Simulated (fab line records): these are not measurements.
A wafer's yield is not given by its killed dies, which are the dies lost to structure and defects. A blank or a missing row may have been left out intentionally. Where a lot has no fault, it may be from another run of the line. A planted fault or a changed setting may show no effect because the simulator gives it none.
fab line records ; flow n5Finfet
[record] lots = 7; wafers = 39
route steps=1938 shown BEOL_M7@1263 BEOL_M9@1446
startH: start of the lot's first displayed wafer, in hours after the record's first day ; waitH: time in hours since the lot's previous step ; " the same as in the row above ; L1.1+2: a single row standing in for several wafers ; - no value, or no start was given ; * or withheld: withheld ; < > ~ a bound
route shown NAME@n: a module of which the file shows steps, and the number in the route of the first ; usual: mean and standard deviation over wafers with no fault ; same: alike in all rows ; chamber/n: place in a boat ; sites: per-site readings ; _std_site: the standard deviation of these ; _edge_site: outer sites' mean less inner sites' ; radiusMm: for every site, how far away it sits from the centre of the wafer ; mask NAME#n: copy n ; behind: the most recent tool/chamber to have shaped the wafer ; hold: the reason the lot was held/the length of the hold in hours/how it ended ; device: the n, p or np transistor that did not switch ; end of line: at the end of the route, the tests of the same wafers ; for a step that has no rows: nothing shown but its recipe ; killed: dies that structure and defects cost at the first sort, which is not the same as the wafer's yield ; map: per-die view of a wafer (x killed, . not killed, _ where there is no die)
set.NAME: the setting that was run; set.NAME@STEP: the one run at that earlier step ; model.NAME: the simulator's own value behind a step, which no gauge read
one table per step and one row per wafer, for lots whose settings were changed on purpose
[[steps]]
[step N5_BEOL_M7_ILD_DEP_00]
[recipe] material = SiCOH_lowk; targetThkA = 1797.5; tempC = 300; precursor = DEMS/porogen; pressureTorr = 5; rfW = 500; timeS = 33.4
lot.wafer;tool;chamber;startH;waitH;set.targetThkA;model.SiCOH_lowk_of_BEOL_M7_ILD_DEP_00.thkNm
L075.1;pecvd-03;1;200.10;0.0;1797.5;175.2
L075.2;pecvd-03;0;200.10;0.0;1797.5;180.6
L075.3;pecvd-03;2;200.10;0.0;1797.5;179.4
L075.4;pecvd-03;0;200.10;0.0;1797.5;184.4
L075.5;pecvd-03;1;200.10;0.0;1797.5;177.6
L075.6;pecvd-03;2;200.10;0.0;1797.5;181.8
L078.1;pecvd-04;2;228.96;0.0;1797.5;180.8
L078.2;pecvd-04;0;228.96;0.0;1797.5;182.8
L078.3;pecvd-04;1;228.96;0.0;1797.5;179.2
L078.4;pecvd-04;0;228.96;0.0;2272;234
L078.5;pecvd-04;1;228.96;0.0;2272;230.2
L078.6;pecvd-04;2;228.96;0.0;2272;230.6
L081.1;pecvd-04;1;231.34;0.0;2696;267
L081.2;pecvd-04;2;231.34;0.0;2696;266
L081.3;pecvd-04;0;231.34;0.0;1797.5;179.2
L081.4;pecvd-04;0;231.34;0.0;2696;272.4
L081.5;pecvd-04;1;231.34;0.0;1797.5;181.4
L081.6;pecvd-04;2;231.34;0.0;1797.5;181.6
L077.1;pecvd-03;2;241.69;0.0;1797.5;175.6
L077.2;pecvd-03;1;241.69;0.0;1797.5;172.8
L077.3;pecvd-03;0;241.69;0.0;1797.5;178.4
L077.4;pecvd-03;2;241.69;0.0;1797.5;179
L077.5;pecvd-03;1;241.69;0.0;1797.5;176.6
L077.6;pecvd-03;0;241.69;0.0;1797.5;180.8
L093.1;pecvd-02;0;305.77;0.0;1797.5;172.2
L093.2;pecvd-02;2;305.77;0.0;1797.5;179.4
L093.3;pecvd-02;1;305.77;0.0;919.3;88
L093.4;pecvd-02;0;305.77;0.0;919.3;85.4
L093.5;pecvd-02;2;305.77;0.0;919.3;95.2
L093.6;pecvd-02;1;305.77;0.0;1797.5;178.8
L094.2;pecvd-04;0;312.07;0.0;1797.5;180.8
L094.3;pecvd-04;1;312.07;0.0;1797.5;182.2
L094.6;pecvd-04;1;312.07;0.0;1797.5;182.4
L097.1;pecvd-03;2;339.34;0.0;1797.5;174.2
L097.2;pecvd-03;0;339.34;0.0;1797.5;179.4
L097.3;pecvd-03;1;339.34;0.0;1797.5;177.4
L097.4;pecvd-03;1;339.34;0.0;1797.5;179.2
L097.5;pecvd-03;0;339.34;0.0;1797.5;180.2
L097.6;pecvd-03;2;339.34;0.0;1797.5;179
[step N5_BEOL_M7_CURE_74]
[recipe] tempC = 385; timeS = 240; ambient = He/Ar; material = SiCOH_lowk
lot.wafer;tool;chamber;startH;waitH;set.targetThkA@BEOL_M7_ILD_DEP_00;model.SiCOH_lowk_of_BEOL_M7_ILD_DEP_00.thkNm
L075.1;uvCure-02;2;200.16;0.0;1797.5;151
L075.2;uvCure-02;2;200.16;0.0;1797.5;155.8
L075.3;uvCure-02;2;200.16;0.0;1797.5;154.8
L075.4;uvCure-02;2;200.16;0.0;1797.5;159
L075.5;uvCure-02;2;200.16;0.0;1797.5;153.2
L075.6;uvCure-02;2;200.16;0.0;1797.5;156.8
L078.1;uvCure-01;2;229.02;0.0;1797.5;155.8
L078.2;uvCure-01;2;229.02;0.0;1797.5;157.6
L078.3;uvCure-01;2;229.02;0.0;1797.5;154.6
L078.4;uvCure-01;2;229.02;0.0;2272;202.4
L078.5;uvCure-01;2;229.02;0.0;2272;199
L078.6;uvCure-01;2;229.02;0.0;2272;199.4
L081.1;uvCure-02;2;231.41;0.0;2696;231.4
L081.2;uvCure-02;2;231.41;0.0;2696;230.4
L081.3;uvCure-02;2;231.41;0.0;1797.5;154.4
L081.4;uvCure-02;2;231.41;0.0;2696;236.2
L081.5;uvCure-02;2;231.41;0.0;1797.5;156.4
L081.6;uvCure-02;2;231.41;0.0;1797.5;156.6
L077.1;uvCure-03;2;241.83;0.1;1797.5;151.4
L077.2;uvCure-03;2;241.83;0.1;1797.5;148.8
L077.3;uvCure-03;2;241.83;0.1;1797.5;153.8
L077.4;uvCure-03;2;241.83;0.1;1797.5;154.4
L077.5;uvCure-03;2;241.83;0.1;1797.5;152.2
L077.6;uvCure-03;2;241.83;0.1;1797.5;156
L093.1;uvCure-01;2;305.83;0.0;1797.5;148.4
L093.2;uvCure-01;2;305.83;0.0;1797.5;154.6
L093.3;uvCure-01;2;305.83;0.0;919.3;75.4
L093.4;uvCure-01;2;305.83;0.0;919.3;73.2
L093.5;uvCure-01;2;305.83;0.0;919.3;81.6
L093.6;uvCure-01;2;305.83;0.0;1797.5;154
L094.2;uvCure-01;0;312.22;0.1;1797.5;156
L094.3;uvCure-01;0;312.22;0.1;1797.5;157.2
L094.6;uvCure-01;0;312.22;0.1;1797.5;157.4
L097.1;uvCure-01;0;339.40;0.0;1797.5;150.2
L097.2;uvCure-01;0;339.40;0.0;1797.5;154.8
L097.3;uvCure-01;0;339.40;0.0;1797.5;152.8
L097.4;uvCure-01;0;339.40;0.0;1797.5;154.4
L097.5;uvCure-01;0;339.40;0.0;1797.5;155.4
L097.6;uvCure-01;0;339.40;0.0;1797.5;154.2
[step N5_BEOL_M7_THK_MEAS_01]
[recipe] reads = SiCOH_lowk_of_BEOL_M7_ILD_DEP_00
[usual] M7_ILD_THK = 155.3/2.7
lot.wafer;tool;chamber;startH;waitH;set.targetThkA@BEOL_M7_ILD_DEP_00;M7_ILD_THK[nm]
L075.1;filmMetro-02;-;200.67;0.4;1797.5;151.0
L075.2;filmMetro-02;-;200.67;0.4;1797.5;155.7
L075.3;filmMetro-02;-;200.67;0.4;1797.5;154.7
L075.4;filmMetro-02;-;200.67;0.4;1797.5;158.9
L075.5;filmMetro-02;-;200.67;0.4;1797.5;153.1
L075.6;filmMetro-02;-;200.67;0.4;1797.5;156.8
L078.1;filmMetro-01;-;229.54;0.4;1797.5;155.9
L078.2;filmMetro-01;-;229.54;0.4;1797.5;157.6
L078.3;filmMetro-01;-;229.54;0.4;1797.5;154.7
L078.4;filmMetro-01;-;229.54;0.4;2272;202.6
L078.5;filmMetro-01;-;229.54;0.4;2272;198.9
L078.6;filmMetro-01;-;229.54;0.4;2272;199.5
L081.1;filmMetro-01;-;231.92;0.4;2696;231.3
L081.2;filmMetro-01;-;231.92;0.4;2696;230.5
L081.3;filmMetro-01;-;231.92;0.4;1797.5;154.6
L081.4;filmMetro-01;-;231.92;0.4;2696;236.0
L081.5;filmMetro-01;-;231.92;0.4;1797.5;156.2
L081.6;filmMetro-01;-;231.92;0.4;1797.5;156.6
L077.1;filmMetro-01;-;242.35;0.4;1797.5;151.3
L077.2;filmMetro-01;-;242.35;0.4;1797.5;148.9
L077.3;filmMetro-01;-;242.35;0.4;1797.5;154.0
L077.4;filmMetro-01;-;242.35;0.4;1797.5;154.3
L077.5;filmMetro-01;-;242.35;0.4;1797.5;152.3
L077.6;filmMetro-01;-;242.35;0.4;1797.5;156.1
L093.1;filmMetro-01;-;306.34;0.4;1797.5;148.4
L093.2;filmMetro-01;-;306.34;0.4;1797.5;154.8
L093.3;filmMetro-01;-;306.34;0.4;919.3;75.4
L093.4;filmMetro-01;-;306.34;0.4;919.3;73.2
L093.5;filmMetro-01;-;306.34;0.4;919.3;81.7
L093.6;filmMetro-01;-;306.34;0.4;1797.5;154.1
L094.2;filmMetro-01;-;312.65;0.4;1797.5;155.8
L094.3;filmMetro-01;-;312.65;0.4;1797.5;157.2
L094.6;filmMetro-01;-;312.65;0.4;1797.5;157.3
L097.1;filmMetro-02;-;339.92;0.4;1797.5;150.2
L097.2;filmMetro-02;-;339.92;0.4;1797.5;154.7
L097.3;filmMetro-02;-;339.92;0.4;1797.5;152.7
L097.4;filmMetro-02;-;339.92;0.4;1797.5;154.5
L097.5;filmMetro-02;-;339.92;0.4;1797.5;155.4
L097.6;filmMetro-02;-;339.92;0.4;1797.5;154.4
[step N5_BEOL_M7_VIA_ETCH_34]
[recipe] chemistry = C4F6/O2; target = SiCOH_lowk; targetDepthA = 1255; maskMaterial = SOC; taperDeg = 4; timeS = 50.5; ionEnergyEv = 250; pressureMtorr = 30; sourceW = 345; biasW = 185; Ar_flow_sccm = 300; C4F6_flow_sccm = 10; O2_flow_sccm = 10
lot.wafer;tool;chamber;startH;waitH;set.timeS;model.etch.depthNm;model.SOC_of_BEOL_M7_COAT_63.thkNm
L075.1;rieDiel-01;0;204.52;0.0;50.5;131.3;53.4
L075.2;rieDiel-01;2;204.52;0.0;50.5;125.4;53.6
L075.3;rieDiel-01;1;204.52;0.0;42.71;103.6;54.6
L075.4;rieDiel-01;3;204.52;0.0;50.5;124.6;53.8
L075.5;rieDiel-01;1;204.52;0.0;42.71;103.3;54.6
L075.6;rieDiel-01;0;204.52;0.0;42.71;111.1;54.6
L078.1;rieDiel-01;2;234.26;0.0;63.86;158.2;52.2
L078.2;rieDiel-01;0;234.26;0.0;50.5;134.7;53.4
L078.3;rieDiel-01;3;234.26;0.0;50.5;125.7;53.8
L078.4;rieDiel-01;1;234.26;0.0;50.5;122.5;53.8
L078.5;rieDiel-01;3;234.26;0.0;63.86;159.6;52.2
L078.6;rieDiel-01;0;234.26;0.0;63.86;167.6;52
L081.1;rieDiel-01;0;238.25;0.0;50.5;134.4;53.6
L081.2;rieDiel-01;2;238.25;0.0;72.78;182.6;51
L081.3;rieDiel-01;3;238.25;0.0;72.78;181.9;51.2
L081.4;rieDiel-01;1;238.25;0.0;50.5;122.4;54
L081.5;rieDiel-01;3;238.25;0.0;50.5;126.5;53.8
L081.6;rieDiel-01;0;238.25;0.0;72.78;192.6;51.2
L077.1;rieDiel-05;0;246.17;0.0;50.5;120.6;54
L077.2;rieDiel-05;1;246.17;0.0;50.5;125.2;53.8
L077.3;rieDiel-05;3;246.17;0.0;50.5;123;53.6
L077.4;rieDiel-05;2;246.17;0.0;50.5;125.9;53.8
L077.5;rieDiel-05;1;246.17;0.0;50.5;125.1;53.8
L077.6;rieDiel-05;0;246.17;0.0;50.5;120.4;54.2
L093.1;rieDiel-03;0;309.48;0.0;50.5;127;54
L093.2;rieDiel-03;3;309.48;0.0;65.48;163.2;52
L093.3;rieDiel-03;1;309.48;0.0;65.48;161.4;52.4
L093.4;rieDiel-03;2;309.48;0.0;50.5;123.4;54
L093.5;rieDiel-03;1;309.48;0.0;65.48;160.8;52.4
L093.6;rieDiel-03;2;309.48;0.0;50.5;122.8;54
L094.2;rieDiel-03;0;315.61;0.0;50.5;128.8;54
L094.3;rieDiel-03;3;315.61;0.0;50.5;125.5;54
L094.6;rieDiel-03;3;315.61;0.0;50.5;125.6;54
L097.1+5;rieDiel-01;1;344.78;0.0;50.5;124.2;53.8
L097.2;rieDiel-01;3;344.78;0.0;69.17;170.5;51.6
L097.3;rieDiel-01;2;344.78;0.0;50.5;126.2;53.6
L097.4;rieDiel-01;3;344.78;0.0;69.17;171.2;51.4
L097.6;rieDiel-01;2;344.78;0.0;69.17;173.5;51.4
[step N5_BEOL_M9_TRENCH_ETCH_37]
[recipe] chemistry = C4F6/O2; targetDepthA = 1514.3; target = SiCOH_lowk; timeS = 49; ionEnergyEv = 250; pressureMtorr = 30; sourceW = 345; biasW = 185; Ar_flow_sccm = 300; C4F6_flow_sccm = 10; O2_flow_sccm = 10
lot.wafer;tool;chamber;startH;waitH;set.targetDepthA;model.BEOL_M9.featureDepthNm;model.etch.depthNm;model.TiN_of_BEOL_M9_HM_DEP_02.thkNm
L075.1;rieDiel-05;0;-;-;1514.3;144.4;144.4;15.8
L075.2;rieDiel-05;2;-;-;1514.3;150;150;16.4
L075.3;rieDiel-05;3;-;-;1514.3;146.2;146.1;16
L075.4;rieDiel-05;3;-;-;1514.3;147.8;147.8;15.8
L075.5;rieDiel-05;0;-;-;1514.3;145.8;145.7;16.4
L075.6;rieDiel-05;2;-;-;1514.3;150.8;150.7;15.8
L078.1;rieDiel-05;2;-;-;673.3;67.6;67.58;18
L078.2;rieDiel-05;3;-;-;673.3;66.2;66.25;18.2
L078.3;rieDiel-05;1;-;-;1514.3;153;152.9;15.8
L078.4;rieDiel-05;0;-;-;1514.3;147;147;16
L078.5;rieDiel-05;2;-;-;1514.3;152.6;152.5;15.8
L078.6;rieDiel-05;1;-;-;673.3;68;68.07;18.2
L081.1;rieDiel-01;2;-;-;1514.3;151.4;151.4;16.4
L081.2;rieDiel-01;1;-;-;1514.3;148.2;148.2;15.8
L081.3;rieDiel-01;3;-;-;1514.3;150.8;150.8;16.2
L081.4;rieDiel-01;0;-;-;922.3;97.4;97.39;17.4
L081.5;rieDiel-01;3;-;-;922.3;91.4;91.35;17.6
L081.6;rieDiel-01;2;-;-;922.3;92.8;92.83;18
L077.1;rieDiel-05;0;-;-;1930;186.2;186.3;14.8
L077.2;rieDiel-05;3;-;-;1514.3;149.2;149.2;16.2
L077.3;rieDiel-05;2;-;-;1514.3;153;153.1;15.4
L077.4;rieDiel-05;1;-;-;1514.3;151.8;151.7;15.8
L077.5;rieDiel-05;3;-;-;1930;190.4;190.3;14.4
L077.6;rieDiel-05;0;-;-;1930;187.2;187.2;14.8
L093.1;rieDiel-05;3;-;-;2162;210.2;210.2;13.6
L093.2;rieDiel-05;2;-;-;1514.3;152.2;152.3;15.4
L093.3;rieDiel-05;1;-;-;2162;215.6;215.7;14.2
L093.4;rieDiel-05;0;-;-;1514.3;144;144;15.6
L093.5;rieDiel-05;2;-;-;2162;214.6;214.6;13.4
L093.6;rieDiel-05;3;-;-;1514.3;148;148;15.8
L094.2;rieDiel-05;3;-;-;1514.3;146.8;146.8;15.8
L094.3;rieDiel-05;0;-;-;1514.3;144.4;144.5;16.2
L094.6;rieDiel-05;0;-;-;1514.3;144.6;144.6;16
L097.1;rieDiel-01;3;-;-;853.2;84.2;84.11;17.8
L097.2;rieDiel-01;2;-;-;853.2;86.4;86.47;17.6
L097.3;rieDiel-01;0;-;-;1514.3;160.4;160.4;16
L097.4;rieDiel-01;1;-;-;853.2;84;83.95;18
L097.5;rieDiel-01;1;-;-;1514.3;149.6;149.6;16
L097.6;rieDiel-01;2;-;-;1514.3;153;153;16.2
[step N5_BEOL_M9_ETCH_41]
[recipe] chemistry = CH3F/O2; target = SiCN; targetDepthA = 366; taperDeg = 2; timeS = 70.1; ionEnergyEv = 120; maskMaterial = TiN; pressureMtorr = 30; sourceW = 395; biasW = 75; Ar_flow_sccm = 150; CH3F_flow_sccm = 30; O2_flow_sccm = 20
[step N5_BEOL_M9_STRIP_80]
[recipe] chemistry = N2/H2; timeS = 10; powerW = 450; tempC = 40; pressureMtorr = 20; rfFrequencyHz = 6e+07; biasPowerW = 7; n2FlowSccm = 200; h2FlowSccm = 200
[step N5_BEOL_M9_OCD_MEAS_38]
[usual] trenchDepthNm = 151/3.8
lot.wafer;tool;chamber;startH;waitH;set.targetDepthA@BEOL_M9_TRENCH_ETCH_37;trenchDepthNm
L075.1;ocd-02;-;227.67;-;1514.3;145
L075.2;ocd-02;-;227.67;-;1514.3;150
L075.3;ocd-02;-;227.67;-;1514.3;146
L075.4;ocd-02;-;227.67;-;1514.3;148
L075.5;ocd-02;-;227.67;-;1514.3;146
L075.6;ocd-02;-;227.67;-;1514.3;151
L078.1;ocd-02;-;253.92;-;673.3;68
L078.2;ocd-02;-;253.92;-;673.3;66
L078.3;ocd-02;-;253.92;-;1514.3;153
L078.4;ocd-02;-;253.92;-;1514.3;146
L078.5;ocd-02;-;253.92;-;1514.3;153
L078.6;ocd-02;-;253.92;-;673.3;68
L081.1;ocd-01;-;257.79;-;1514.3;151
L081.2;ocd-01;-;257.79;-;1514.3;148
L081.3;ocd-01;-;257.79;-;1514.3;151
L081.4;ocd-01;-;257.79;-;922.3;98
L081.5;ocd-01;-;257.79;-;922.3;91
L081.6;ocd-01;-;257.79;-;922.3;93
L077.1;ocd-02;-;267.03;-;1930;186
L077.2;ocd-02;-;267.03;-;1514.3;150
L077.3;ocd-02;-;267.03;-;1514.3;153
L077.4;ocd-02;-;267.03;-;1514.3;152
L077.5;ocd-02;-;267.03;-;1930;191
L077.6;ocd-02;-;267.03;-;1930;188
L093.1;ocd-01;-;328.11;-;2162;210
L093.2;ocd-01;-;328.11;-;1514.3;-
L093.3;ocd-01;-;328.11;-;2162;216
L093.4;ocd-01;-;328.11;-;1514.3;145
L093.5;ocd-01;-;328.11;-;2162;215
L093.6;ocd-01;-;328.11;-;1514.3;-
L094.2;ocd-01;-;338.17;-;1514.3;147
L094.3;ocd-01;-;338.17;-;1514.3;144
L094.6;ocd-01;-;338.17;-;1514.3;145
L097.1;ocd-02;-;363.69;-;853.2;84
L097.2;ocd-02;-;363.69;-;853.2;86
L097.3;ocd-02;-;363.69;-;1514.3;160
L097.4;ocd-02;-;363.69;-;853.2;84
L097.5;ocd-02;-;363.69;-;1514.3;150
L097.6;ocd-02;-;363.69;-;1514.3;153
[step N5_BEOL_M9_HM_STRIP_39]
[recipe] chemistry = peroxideTinStrip; material = TiN; targetDepthA = 250; tempC = 50; timeS = 158
[step N5_BEOL_M9_SRD_40]
[recipe] timeS = 30; tempC = 23; rinseLiquid = diw; dry = ipaMarangoni
[step N5_BEOL_M9_ECD_50]
[recipe] material = Cu; targetThkA = 3180
[step N5_BEOL_M9_ANNEAL_51]
[recipe] tempC = 225; timeS = 90; ambient = N2
[step N5_BEOL_M9_CMP_52]
[recipe] stopOn = SiCOH_lowk; tOverpolishS = 7; downForcePsi = 1; platenRpm = 50; clearingPlatenDownForcePsi = 1.5; clearingPlatenRpm = 50; postCmpClean = cuAlkaline; targetThkNm = 140; clearingPlatenPadVelocityMS = 0.99484; padVelocityMS = 0.99484
lot.wafer;tool;chamber;startH;waitH;set.targetDepthA@BEOL_M9_TRENCH_ETCH_37;model.Cu_of_BEOL_M9_ECD_50.thkNm
L075.2;cmp-02;1;229.60;0.2;1514.3;138.2
L075.1;cmp-02;2;229.60;0.2;1514.3;132.6
L075.3;cmp-02;3;229.60;0.2;1514.3;133.8
L075.4;cmp-02;0;229.60;0.2;1514.3;136.8
L075.6;cmp-02;1;229.60;0.2;1514.3;139.2
L075.5;cmp-02;2;229.60;0.2;1514.3;134
L078.4;cmp-02;0;256.22;0.1;1514.3;135.6
L078.3;cmp-02;1;256.22;0.1;1514.3;138.4
L078.1;cmp-02;2;256.22;0.1;673.3;55.6
L078.2;cmp-02;3;256.22;0.1;673.3;53.4
L078.6;cmp-02;0;256.22;0.1;673.3;57
L078.5;cmp-02;1;256.22;0.1;1514.3;139
L081.1;cmp-02;3;261.40;0.3;1514.3;138.4
L081.3;cmp-02;0;261.40;0.3;1514.3;140
L081.4;cmp-02;1;261.40;0.3;922.3;85.2
L081.2;cmp-02;2;261.40;0.3;1514.3;135.4
L081.5;cmp-02;3;261.40;0.3;922.3;79.6
L081.6;cmp-02;0;261.40;0.3;922.3;81.8
L077.4;cmp-03;3;269.37;0.1;1514.3;141
L077.3;cmp-03;0;269.37;0.1;1514.3;141.2
L077.2;cmp-03;1;269.37;0.1;1514.3;137.6
L077.1;cmp-03;2;269.37;0.1;1930;176.8
L077.5;cmp-03;3;269.37;0.1;1930;178.4
L077.6;cmp-03;0;269.37;0.1;1930;175.4
L093.2;cmp-03;0;331.59;0.2;1514.3;139.6
L093.3;cmp-03;1;331.59;0.2;2162;205.2
L093.4;cmp-03;2;331.59;0.2;1514.3;134.2
L093.1;cmp-03;3;331.59;0.2;2162;199.2
L093.5;cmp-03;0;331.59;0.2;2162;201.8
L093.6;cmp-03;1;331.59;0.2;1514.3;136.4
L094.3;cmp-04;2;343.36;0.2;1514.3;134.2
L094.2;cmp-04;3;343.36;0.2;1514.3;133.8
L094.6;cmp-04;1;343.36;0.2;1514.3;131.2
L097.2;cmp-04;0;365.83;0.2;853.2;77
L097.4;cmp-04;1;365.83;0.2;853.2;72.6
L097.3;cmp-04;2;365.83;0.2;1514.3;150.6
L097.1;cmp-04;3;365.83;0.2;853.2;72.2
L097.5;cmp-04;0;365.83;0.2;1514.3;139.4
L097.6;cmp-04;1;365.83;0.2;1514.3;140.2
[step N5_BEOL_M9_THK_MEAS_53]
[recipe] thkMeasGauge = xrf; reads = Cu_of_BEOL_M9_ECD_50
[usual] M9_THK = 141/4.3
lot.wafer;tool;chamber;startH;waitH;set.targetDepthA@BEOL_M9_TRENCH_ETCH_37;M9_THK[nm]
L075.1;filmMetro-02;-;229.89;-;1514.3;134
L075.2;filmMetro-02;-;229.89;-;1514.3;139
L075.3;filmMetro-02;-;229.89;-;1514.3;135
L075.4;filmMetro-02;-;229.89;-;1514.3;138
L075.5;filmMetro-02;-;229.89;-;1514.3;135
L075.6;filmMetro-02;-;229.89;-;1514.3;140
L078.1;filmMetro-01;-;256.51;-;673.3;56
L078.2;filmMetro-01;-;256.51;-;673.3;54
L078.3;filmMetro-01;-;256.51;-;1514.3;140
L078.4;filmMetro-01;-;256.51;-;1514.3;137
L078.5;filmMetro-01;-;256.51;-;1514.3;141
L078.6;filmMetro-01;-;256.51;-;673.3;58
L081.1;filmMetro-02;-;261.69;-;1514.3;141
L081.2;filmMetro-02;-;261.69;-;1514.3;137
L081.3;filmMetro-02;-;261.69;-;1514.3;142
L081.4;filmMetro-02;-;261.69;-;922.3;86
L081.5;filmMetro-02;-;261.69;-;922.3;81
L081.6;filmMetro-02;-;261.69;-;922.3;83
L077.1;filmMetro-01;-;269.66;-;1930;180
L077.2;filmMetro-01;-;269.66;-;1514.3;139
L077.3;filmMetro-01;-;269.66;-;1514.3;143
L077.4;filmMetro-01;-;269.66;-;1514.3;143
L077.5;filmMetro-01;-;269.66;-;1930;180
L077.6;filmMetro-01;-;269.66;-;1930;177
L093.1;filmMetro-01;-;331.89;-;2162;199
L093.2;filmMetro-01;-;331.89;-;1514.3;-
L093.3;filmMetro-01;-;331.89;-;2162;207
L093.4;filmMetro-01;-;331.89;-;1514.3;135
L093.5;filmMetro-01;-;331.89;-;2162;203
L093.6;filmMetro-01;-;331.89;-;1514.3;-
L094.2;filmMetro-01;-;343.62;-;1514.3;135
L094.3;filmMetro-01;-;343.62;-;1514.3;136
L094.6;filmMetro-01;-;343.62;-;1514.3;133
L097.1;filmMetro-02;-;366.13;-;853.2;74
L097.2;filmMetro-02;-;366.13;-;853.2;79
L097.3;filmMetro-02;-;366.13;-;1514.3;155
L097.4;filmMetro-02;-;366.13;-;853.2;74
L097.5;filmMetro-02;-;366.13;-;1514.3;143
L097.6;filmMetro-02;-;366.13;-;1514.3;144
[step N5_BEOL_M9_PRE_CLEAN_55]
[recipe] gas = NH3; timeS = 15; tempC = withheld; rfPowerW = 300
[step N5_BEOL_M9_DEP_56]
[recipe] material = SiCN; targetThkA = 150; tempC = withheld; precursor = 3MS/NH3; pressureTorr = 3; rfW = 202; timeS = 26.5
[step N5_BEOL_M9_RS_MEAS_57]
[recipe] thkMeasGauge = four-point-probe; reads = Cu_of_BEOL_M9_ECD_50+Co_of_BEOL_M9_CVD_78+TaN_of_BEOL_M9_ALD_74
[usual] M9_RS = 0.152/0.0049
lot.wafer;tool;chamber;startH;waitH;set.targetDepthA@BEOL_M9_TRENCH_ETCH_37;M9_RS[ohm/sq]
L075.1;filmMetro-02;-;230.03;0.1;1514.3;0.160
L075.2;filmMetro-02;-;230.03;0.1;1514.3;0.153
L075.3;filmMetro-02;-;230.03;0.1;1514.3;0.159
L075.4;filmMetro-02;-;230.03;0.1;1514.3;0.155
L075.5;filmMetro-02;-;230.03;0.1;1514.3;0.158
L075.6;filmMetro-02;-;230.03;0.1;1514.3;0.152
L078.1;filmMetro-02;-;256.65;0.1;673.3;0.441
L078.2;filmMetro-02;-;256.65;0.1;673.3;0.466
L078.3;filmMetro-02;-;256.65;0.1;1514.3;0.153
L078.4;filmMetro-02;-;256.65;0.1;1514.3;0.156
L078.5;filmMetro-02;-;256.65;0.1;1514.3;0.152
L078.6;filmMetro-02;-;256.65;0.1;673.3;0.428
L081.1;filmMetro-01;-;261.83;0.1;1514.3;0.152
L081.2;filmMetro-01;-;261.83;0.1;1514.3;0.156
L081.3;filmMetro-01;-;261.83;0.1;1514.3;0.151
L081.4;filmMetro-01;-;261.83;0.1;922.3;0.265
L081.5;filmMetro-01;-;261.83;0.1;922.3;0.286
L081.6;filmMetro-01;-;261.83;0.1;922.3;0.277
L077.1;filmMetro-01;-;269.80;0.1;1930;0.117
L077.2;filmMetro-01;-;269.80;0.1;1514.3;0.154
L077.3;filmMetro-01;-;269.80;0.1;1514.3;0.149
L077.4;filmMetro-01;-;269.80;0.1;1514.3;0.150
L077.5;filmMetro-01;-;269.80;0.1;1930;0.116
L077.6;filmMetro-01;-;269.80;0.1;1930;0.118
L093.1;filmMetro-02;-;332.06;0.1;2162;0.103
L093.2;filmMetro-02;-;332.06;0.1;1514.3;-
L093.3;filmMetro-02;-;332.06;0.1;2162;0.100
L093.4;filmMetro-02;-;332.06;0.1;1514.3;0.158
L093.5;filmMetro-02;-;332.06;0.1;2162;0.101
L093.6;filmMetro-02;-;332.06;0.1;1514.3;-
L094.2;filmMetro-01;-;343.76;0.1;1514.3;0.159
L094.3;filmMetro-01;-;343.76;0.1;1514.3;0.158
L094.6;filmMetro-01;-;343.76;0.1;1514.3;0.162
L097.1;filmMetro-01;-;366.26;0.1;853.2;0.321
L097.2;filmMetro-01;-;366.26;0.1;853.2;0.298
L097.3;filmMetro-01;-;366.26;0.1;1514.3;0.139
L097.4;filmMetro-01;-;366.26;0.1;853.2;0.321
L097.5;filmMetro-01;-;366.26;0.1;1514.3;0.151
L097.6;filmMetro-01;-;366.26;0.1;1514.3;0.151
[[key]]
[split] step = N5_BEOL_M7_ILD_DEP_00; setting = targetThkA; stated = 1797.5; by = wafer
[response] step = N5_BEOL_M7_ILD_DEP_00; reading = model.SiCOH_lowk_of_BEOL_M7_ILD_DEP_00.thkNm; change = +1.79; per = 1%; r = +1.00
[response] step = N5_BEOL_M7_CURE_74; reading = model.SiCOH_lowk_of_BEOL_M7_ILD_DEP_00.thkNm; change = +1.56; per = 1%; r = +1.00
[response] step = N5_BEOL_M7_THK_MEAS_01; reading = M7_ILD_THK; change = +1.56; per = 1%; r = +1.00
[split] step = N5_BEOL_M7_VIA_ETCH_34; setting = timeS; stated = 50.5; by = wafer
[response] step = N5_BEOL_M7_VIA_ETCH_34; reading = model.etch.depthNm; change = +1.29; per = 1%; r = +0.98
[response] step = N5_BEOL_M7_VIA_ETCH_34; reading = model.SOC_of_BEOL_M7_COAT_63.thkNm; change = -0.0602; per = 1%; r = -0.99
[split] step = N5_BEOL_M9_TRENCH_ETCH_37; setting = targetDepthA; stated = 1514.3; by = wafer
[response] step = N5_BEOL_M9_TRENCH_ETCH_37; reading = model.BEOL_M9.featureDepthNm; change = +1.5; per = 1%; r = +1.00
[response] step = N5_BEOL_M9_TRENCH_ETCH_37; reading = model.etch.depthNm; change = +1.5; per = 1%; r = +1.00
[response] step = N5_BEOL_M9_TRENCH_ETCH_37; reading = model.TiN_of_BEOL_M9_HM_DEP_02.thkNm; change = -0.0409; per = 1%; r = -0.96
[response] step = N5_BEOL_M9_OCD_MEAS_38; reading = trenchDepthNm; change = +1.51; per = 1%; r = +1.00
[response] step = N5_BEOL_M9_CMP_52; reading = model.Cu_of_BEOL_M9_ECD_50.thkNm; change = +1.49; per = 1%; r = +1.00
[response] step = N5_BEOL_M9_THK_MEAS_53; reading = M9_THK; change = +1.52; per = 1%; r = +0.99
[response] step = N5_BEOL_M9_RS_MEAS_57; reading = M9_RS; change = -0.00371; per = 1%; r = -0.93
